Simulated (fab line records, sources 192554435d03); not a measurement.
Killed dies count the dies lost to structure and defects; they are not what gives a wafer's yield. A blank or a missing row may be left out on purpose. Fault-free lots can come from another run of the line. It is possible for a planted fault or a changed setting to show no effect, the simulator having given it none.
Split-lot experiment / flow n5-finfet / 7 lots, 39 wafers read, on a route of 1938 steps

THE SPLIT
At N5_FIN_SAQP_HM_DEP_03 (deposits SiNx from SiH4/NH3/N2, target thk 38 nm, time 33.6 s), the setting time-s was moved away from the recipe's 33.6 s on 15 of the 39 wafers read, by -54.0% to +57.1%. The other wafers ran this setting at the recipe's value.

FROM THE SPLIT TO THE READING: what the file shows between them, 5 steps
- N5_FIN_SAQP_THK_MEAS_05
- N5_FIN_SAQP_PECVD_47: deposits a-Si from SiH4/He, target thk 45 nm, time 36.3 s
- N5_FIN_SAQP_PECVD_48: deposits SiNx from SiH4/NH3/N2, target thk 25 nm, time 22.1 s
- N5_FIN_SAQP_MANDREL2_REMOVE_60: chemistry HBr/Cl2/O2, target a-Si, stops on SiNx, bt time 10 s
- N5_FIN_SAQP_HM_OPEN_33: chemistry CH3F/O2, target SiNx, target depth 49.4 nm, time 70.6 s

THE READING
SiNx_of_FIN_SAQP_HM_DEP_03.thk-nm (the simulator's own value, which no gauge read), in nm, at N5_FIN_SAQP_ETCH_34 (etches SiO2 in C4F6/O2, target depth 45 nm, time 15 s). There is no usual value for it anywhere in the file. The 24 wafers here that ran the recipe average 34.6 nm, standard deviation 0.65 nm.

wafer=L075.1; tool, chamber at the split=pecvd-02, 2; time-s as run, s=33.6; against the recipe=recipe; SiNx_of_FIN_SAQP_HM_DEP_03.thk-nm, nm=34.6; against lot-mates on the recipe=-
wafer=L075.4; tool, chamber at the split=pecvd-02, 1; time-s as run, s=33.6; against the recipe=recipe; SiNx_of_FIN_SAQP_HM_DEP_03.thk-nm, nm=34.6; against lot-mates on the recipe=-
wafer=L075.2; tool, chamber at the split=pecvd-02, 1; time-s as run, s=15.47; against the recipe=-54.0%; SiNx_of_FIN_SAQP_HM_DEP_03.thk-nm, nm=13.6; against lot-mates on the recipe=-20.9
wafer=L075.3; tool, chamber at the split=pecvd-02, 0; time-s as run, s=33.6; against the recipe=recipe; SiNx_of_FIN_SAQP_HM_DEP_03.thk-nm, nm=34.2; against lot-mates on the recipe=-
wafer=L075.5; tool, chamber at the split=pecvd-02, 2; time-s as run, s=15.47; against the recipe=-54.0%; SiNx_of_FIN_SAQP_HM_DEP_03.thk-nm, nm=14.6; against lot-mates on the recipe=-19.9
wafer=L075.6; tool, chamber at the split=pecvd-02, 0; time-s as run, s=15.47; against the recipe=-54.0%; SiNx_of_FIN_SAQP_HM_DEP_03.thk-nm, nm=14.2; against lot-mates on the recipe=-20.3
wafer=L085.3; tool, chamber at the split=pecvd-04, 0; time-s as run, s=33.6; against the recipe=recipe; SiNx_of_FIN_SAQP_HM_DEP_03.thk-nm, nm=34.6; against lot-mates on the recipe=-
wafer=L085.5; tool, chamber at the split=pecvd-04, 0; time-s as run, s=33.6; against the recipe=recipe; SiNx_of_FIN_SAQP_HM_DEP_03.thk-nm, nm=34.8; against lot-mates on the recipe=-
wafer=L085.6; tool, chamber at the split=pecvd-04, 2; time-s as run, s=33.6; against the recipe=recipe; SiNx_of_FIN_SAQP_HM_DEP_03.thk-nm, nm=35.4; against lot-mates on the recipe=-
wafer=L089.1; tool, chamber at the split=pecvd-04, 1; time-s as run, s=33.6; against the recipe=recipe; SiNx_of_FIN_SAQP_HM_DEP_03.thk-nm, nm=35; against lot-mates on the recipe=-
wafer=L089.2; tool, chamber at the split=pecvd-04, 2; time-s as run, s=48.69; against the recipe=+44.9%; SiNx_of_FIN_SAQP_HM_DEP_03.thk-nm, nm=51.4; against lot-mates on the recipe=+16.0
wafer=L089.3; tool, chamber at the split=pecvd-04, 0; time-s as run, s=33.6; against the recipe=recipe; SiNx_of_FIN_SAQP_HM_DEP_03.thk-nm, nm=35.2; against lot-mates on the recipe=-
wafer=L089.4; tool, chamber at the split=pecvd-04, 1; time-s as run, s=33.6; against the recipe=recipe; SiNx_of_FIN_SAQP_HM_DEP_03.thk-nm, nm=36; against lot-mates on the recipe=-
wafer=L089.5; tool, chamber at the split=pecvd-04, 2; time-s as run, s=48.69; against the recipe=+44.9%; SiNx_of_FIN_SAQP_HM_DEP_03.thk-nm, nm=52.2; against lot-mates on the recipe=+16.8
wafer=L089.6; tool, chamber at the split=pecvd-04, 0; time-s as run, s=48.69; against the recipe=+44.9%; SiNx_of_FIN_SAQP_HM_DEP_03.thk-nm, nm=53.2; against lot-mates on the recipe=+17.8
wafer=L092.1; tool, chamber at the split=pecvd-03, 1; time-s as run, s=42.69; against the recipe=+27.1%; SiNx_of_FIN_SAQP_HM_DEP_03.thk-nm, nm=43.4; against lot-mates on the recipe=+9.5
wafer=L092.3; tool, chamber at the split=pecvd-03, 0,2; time-s as run, s=42.69; against the recipe=+27.1%; SiNx_of_FIN_SAQP_HM_DEP_03.thk-nm, nm=43.4; against lot-mates on the recipe=+9.5
wafer=L092.2; tool, chamber at the split=pecvd-03, 0,2; time-s as run, s=42.69; against the recipe=+27.1%; SiNx_of_FIN_SAQP_HM_DEP_03.thk-nm, nm=43.2; against lot-mates on the recipe=+9.3
wafer=L092.4; tool, chamber at the split=pecvd-03, 2; time-s as run, s=33.6; against the recipe=recipe; SiNx_of_FIN_SAQP_HM_DEP_03.thk-nm, nm=33.8; against lot-mates on the recipe=-
wafer=L092.6; tool, chamber at the split=pecvd-03, 1; time-s as run, s=33.6; against the recipe=recipe; SiNx_of_FIN_SAQP_HM_DEP_03.thk-nm, nm=33.8; against lot-mates on the recipe=-
wafer=L092.5; tool, chamber at the split=pecvd-03, 0; time-s as run, s=33.6; against the recipe=recipe; SiNx_of_FIN_SAQP_HM_DEP_03.thk-nm, nm=34; against lot-mates on the recipe=-
wafer=L093.1; tool, chamber at the split=pecvd-02, 0; time-s as run, s=52.78; against the recipe=+57.1%; SiNx_of_FIN_SAQP_HM_DEP_03.thk-nm, nm=55.2; against lot-mates on the recipe=+20.9
wafer=L093.2; tool, chamber at the split=pecvd-02, 2; time-s as run, s=52.78; against the recipe=+57.1%; SiNx_of_FIN_SAQP_HM_DEP_03.thk-nm, nm=55.8; against lot-mates on the recipe=+21.5
wafer=L093.3; tool, chamber at the split=pecvd-02, 1; time-s as run, s=33.6; against the recipe=recipe; SiNx_of_FIN_SAQP_HM_DEP_03.thk-nm, nm=33.8; against lot-mates on the recipe=-
wafer=L093.4; tool, chamber at the split=pecvd-02, 0; time-s as run, s=33.6; against the recipe=recipe; SiNx_of_FIN_SAQP_HM_DEP_03.thk-nm, nm=34.8; against lot-mates on the recipe=-
wafer=L093.5; tool, chamber at the split=pecvd-02, 2; time-s as run, s=52.78; against the recipe=+57.1%; SiNx_of_FIN_SAQP_HM_DEP_03.thk-nm, nm=56.6; against lot-mates on the recipe=+22.3
wafer=L093.6; tool, chamber at the split=pecvd-02, 1; time-s as run, s=33.6; against the recipe=recipe; SiNx_of_FIN_SAQP_HM_DEP_03.thk-nm, nm=34.4; against lot-mates on the recipe=-
wafer=L094.1; tool, chamber at the split=pecvd-04, 0; time-s as run, s=33.6; against the recipe=recipe; SiNx_of_FIN_SAQP_HM_DEP_03.thk-nm, nm=34.6; against lot-mates on the recipe=-
wafer=L094.2; tool, chamber at the split=pecvd-04, 1; time-s as run, s=33.6; against the recipe=recipe; SiNx_of_FIN_SAQP_HM_DEP_03.thk-nm, nm=34.6; against lot-mates on the recipe=-
wafer=L094.3; tool, chamber at the split=pecvd-04, 2; time-s as run, s=33.6; against the recipe=recipe; SiNx_of_FIN_SAQP_HM_DEP_03.thk-nm, nm=33.8; against lot-mates on the recipe=-
wafer=L094.4; tool, chamber at the split=pecvd-04, 0; time-s as run, s=33.6; against the recipe=recipe; SiNx_of_FIN_SAQP_HM_DEP_03.thk-nm, nm=35.4; against lot-mates on the recipe=-
wafer=L094.5; tool, chamber at the split=pecvd-04, 2; time-s as run, s=33.6; against the recipe=recipe; SiNx_of_FIN_SAQP_HM_DEP_03.thk-nm, nm=35; against lot-mates on the recipe=-
wafer=L094.6; tool, chamber at the split=pecvd-04, 1; time-s as run, s=33.6; against the recipe=recipe; SiNx_of_FIN_SAQP_HM_DEP_03.thk-nm, nm=35.6; against lot-mates on the recipe=-
wafer=L096.1; tool, chamber at the split=pecvd-03, 0; time-s as run, s=38.87; against the recipe=+15.7%; SiNx_of_FIN_SAQP_HM_DEP_03.thk-nm, nm=39; against lot-mates on the recipe=+5.1
wafer=L096.2; tool, chamber at the split=pecvd-03, 2; time-s as run, s=38.87; against the recipe=+15.7%; SiNx_of_FIN_SAQP_HM_DEP_03.thk-nm, nm=39.6; against lot-mates on the recipe=+5.7
wafer=L096.3; tool, chamber at the split=pecvd-03, 1; time-s as run, s=33.6; against the recipe=recipe; SiNx_of_FIN_SAQP_HM_DEP_03.thk-nm, nm=33.4; against lot-mates on the recipe=-
wafer=L096.4; tool, chamber at the split=pecvd-03, 2; time-s as run, s=38.87; against the recipe=+15.7%; SiNx_of_FIN_SAQP_HM_DEP_03.thk-nm, nm=40.4; against lot-mates on the recipe=+6.5
wafer=L096.5; tool, chamber at the split=pecvd-03, 1; time-s as run, s=33.6; against the recipe=recipe; SiNx_of_FIN_SAQP_HM_DEP_03.thk-nm, nm=34; against lot-mates on the recipe=-
wafer=L096.6; tool, chamber at the split=pecvd-03, 0; time-s as run, s=33.6; against the recipe=recipe; SiNx_of_FIN_SAQP_HM_DEP_03.thk-nm, nm=34.2; against lot-mates on the recipe=-
The file does not say which wafer passed through which chamber wherever a row lists several chambers: such a row stands for several wafers.

FIT RESULTS
A straight line over all 39 wafers: SiNx_of_FIN_SAQP_HM_DEP_03.thk-nm changes by +0.376 nm for each +1% of time-s; r = +1.00; the points scatter about the line by 0.8 nm.
The same after taking each lot's own level away (the mean of its wafers on the recipe; 39 wafers): +0.375 nm for each +1%; r = +1.00; scatter 0.51 nm.
Per that fit: largest time-s move, reading shift of 21 nm.
From 33.87 to 35.40 nm: that is the span of the lots' own levels, equal to 2.4 times the standard deviation above.
Consequently the slope shifts little with the lot-to-lot level, the two slopes agreeing.
Check: with one of the wafers moved furthest among these (+57.1%) left out of the fit, the line predicts +21.4 nm for it against its lot-mates. It came out at +20.9 nm against them.

THE WHOLE CHAIN: every reading that the file lists as answering this split, in the file's order
step=N5_FIN_SAQP_HM_DEP_03; what it does=deposits SiNx from SiH4/NH3/N2, target thk 38 nm, time 33.6 s; reading=SiNx_of_FIN_SAQP_HM_DEP_03.thk-nm (the simulator's own value, which no gauge read); change (the file's fit)=+0.375 nm for each +1% of the setting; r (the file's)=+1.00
step=N5_FIN_SAQP_THK_MEAS_05; what it does=; reading=thk-nm; change (the file's fit)=withheld for each +1% of the setting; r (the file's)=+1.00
step=N5_FIN_SAQP_HM_OPEN_33; what it does=chemistry CH3F/O2, target SiNx, target depth 49.4 nm, time 70.6 s; reading=etch-rf-on-time-s; change (the file's fit)=withheld for each +1% of the setting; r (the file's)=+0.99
step=N5_FIN_SAQP_HM_OPEN_33; what it does=chemistry CH3F/O2, target SiNx, target depth 49.4 nm, time 70.6 s; reading=etch.depth-nm (the simulator's own value, which no gauge read); change (the file's fit)=+0.375 nm for each +1% of the setting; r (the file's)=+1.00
step=N5_FIN_SAQP_ETCH_34; what it does=etches SiO2 in C4F6/O2, target depth 45 nm, time 15 s; reading=SiNx_of_FIN_SAQP_HM_DEP_03.thk-nm (the simulator's own value, which no gauge read); change (the file's fit)=+0.374 nm for each +1% of the setting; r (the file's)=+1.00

THE FILE'S OWN FIT
SiNx_of_FIN_SAQP_HM_DEP_03.thk-nm changes by +0.374 nm for each +1% of time-s, r = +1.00.
